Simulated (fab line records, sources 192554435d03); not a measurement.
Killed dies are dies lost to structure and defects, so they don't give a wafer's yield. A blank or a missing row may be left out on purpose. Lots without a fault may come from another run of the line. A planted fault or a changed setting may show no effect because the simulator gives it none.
Chamber matching | flow n5_finfet | N5_BEOL_M8_DEP_56 on pecvd-03: 3 sister chambers
The step deposits SiCN from 3MS/NH3, target thk 10 nm, time 17.5 s. 6 wafers are shown with their chamber, then 12 later ones without.

WAFERS WITH THEIR CHAMBER
wafer  | chamber | throttle_valve_pct (%) | showerhead_plenum_p_Torr (Torr)
L091.1 | 2       | 7.9                    | 3.674
L091.2 | 0       | 9.1                    | 3.667
L091.3 | 1       | 9.2                    | 3.684
L091.4 | 0       | 9.0                    | 3.679
L091.5 | 1       | 9.1                    | 3.673
L091.6 | 2       | 7.8                    | 3.682

WAFERS WITHOUT THEIR CHAMBER
wafer  | throttle_valve_pct (%) | showerhead_plenum_p_Torr (Torr)
L090.1 | 7.9                    | 3.670
L090.2 | 9.0                    | 3.681
L090.3 | 9.0                    | 3.681
L090.4 | 9.2                    | 3.677
L090.5 | 8.1                    | 3.670
L090.6 | 8.6                    | 3.675
L097.1 | 9.3                    | 3.682
L097.2 | 8.8                    | 3.675
L097.5 | 8.0                    | 3.661
L096.4 | 8.9                    | 3.675
L096.5 | 8.2                    | 3.675
L096.6 | 8.5                    | 3.674

WHICH CHAMBER EACH WENT THROUGH
wafer  | from the rows above          | in truth
L090.1 | 2                            | 2
L090.2 | can't be placed: 0 or 1      | 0
L090.3 | can't be placed: 0 or 1      | 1
L090.4 | can't be placed: 1 or 0      | 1
L090.5 | 2                            | 2
L090.6 | can't be placed: 0 or 1      | 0
L097.1 | can't be placed: 1 or 0      | 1
L097.2 | can't be placed: 0 or 1      | 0
L097.5 | 2                            | 2
L096.4 | can't be placed: 0 or 1      | 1
L096.5 | 2                            | 2
L096.6 | can't be placed: 0 or 2 or 1 | 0
Placed correctly: 4 of 12. Can't be placed from these rows: 8 (the true chamber is among the candidates in 8). Placed wrongly: 0.
How it was worked out, from the rows above alone: a wafer's distance from a chamber is the root of the sum, over the readings, of the square of ((its reading less the chamber's mean) divided by the reading's scatter). The wafer belongs to the nearest chamber; if the next one is less than 2 further off, it can't be placed. A chamber's mean is the mean of its shown wafers. The scatter: the root of (the sum of the squares of (reading less its chamber's mean) over the shown wafers, divided by (wafers less chambers)).
